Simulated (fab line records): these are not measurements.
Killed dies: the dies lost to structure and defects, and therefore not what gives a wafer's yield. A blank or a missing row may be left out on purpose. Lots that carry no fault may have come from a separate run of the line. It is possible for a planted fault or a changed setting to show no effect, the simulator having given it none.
Matching of chambers :: flow nandHarc :: NHARC_P_CONTACT_DESCUM_17 on rieDiel-10 has 4 sister chambers
The step chemistry O2, time 3 s. 4 wafers are shown with their chamber, then 12 later ones without.

WAFERS PAIRED WITH THEIR CHAMBERS
wafer: L085.2
chamber: 3
showerheadPlenumPTorr (Torr): 1.93

wafer: L085.4
chamber: 0
showerheadPlenumPTorr (Torr): 1.81

wafer: L092.1
chamber: 1
showerheadPlenumPTorr (Torr): 1.96

wafer: L092.6
chamber: 2
showerheadPlenumPTorr (Torr): 2.05

WAFERS WITH NO CHAMBER GIVEN
wafer: L093.2
showerheadPlenumPTorr (Torr): 1.81

wafer: L093.3
showerheadPlenumPTorr (Torr): 2.05

wafer: L093.5
showerheadPlenumPTorr (Torr): 1.93

wafer: L095.2
showerheadPlenumPTorr (Torr): 1.81

wafer: L095.3
showerheadPlenumPTorr (Torr): 1.96

wafer: L095.6
showerheadPlenumPTorr (Torr): 1.96

wafer: L095.1
showerheadPlenumPTorr (Torr): 2.05

wafer: L095.4
showerheadPlenumPTorr (Torr): 1.92

wafer: L095.5
showerheadPlenumPTorr (Torr): 1.81

wafer: L096.2
showerheadPlenumPTorr (Torr): 1.81

wafer: L096.3
showerheadPlenumPTorr (Torr): 1.92

wafer: L096.6
showerheadPlenumPTorr (Torr): 1.96

CHAMBER TAKEN BY EACH
wafer: L093.2
from the rows above: 0
in truth: 0

wafer: L093.3
from the rows above: 2
in truth: 2

wafer: L093.5
from the rows above: 3
in truth: 3

wafer: L095.2
from the rows above: 0
in truth: 0

wafer: L095.3
from the rows above: 1
in truth: 1

wafer: L095.6
from the rows above: 1
in truth: 1

wafer: L095.1
from the rows above: 2
in truth: 2

wafer: L095.4
from the rows above: 3
in truth: 3

wafer: L095.5
from the rows above: 0
in truth: 0

wafer: L096.2
from the rows above: 0
in truth: 0

wafer: L096.3
from the rows above: 3
in truth: 3

wafer: L096.6
from the rows above: 1
in truth: 1
Placed correctly: 12 of 12. Not placeable from these rows: 0. Wrongly placed: 0.
How it was worked out, from the rows above alone: a wafer's distance from a chamber is the root of the sum, over the readings, of the square of ((its reading less the chamber's mean) divided by the reading's scatter). The wafer belongs to the nearest chamber; if the next one is less than 2 further off, it can't be placed. Each chamber's mean is taken over the wafers shown for it. The scatter: root of mean squared gap, hidden wafer to nearest shown wafer, with one shown wafer a chamber.
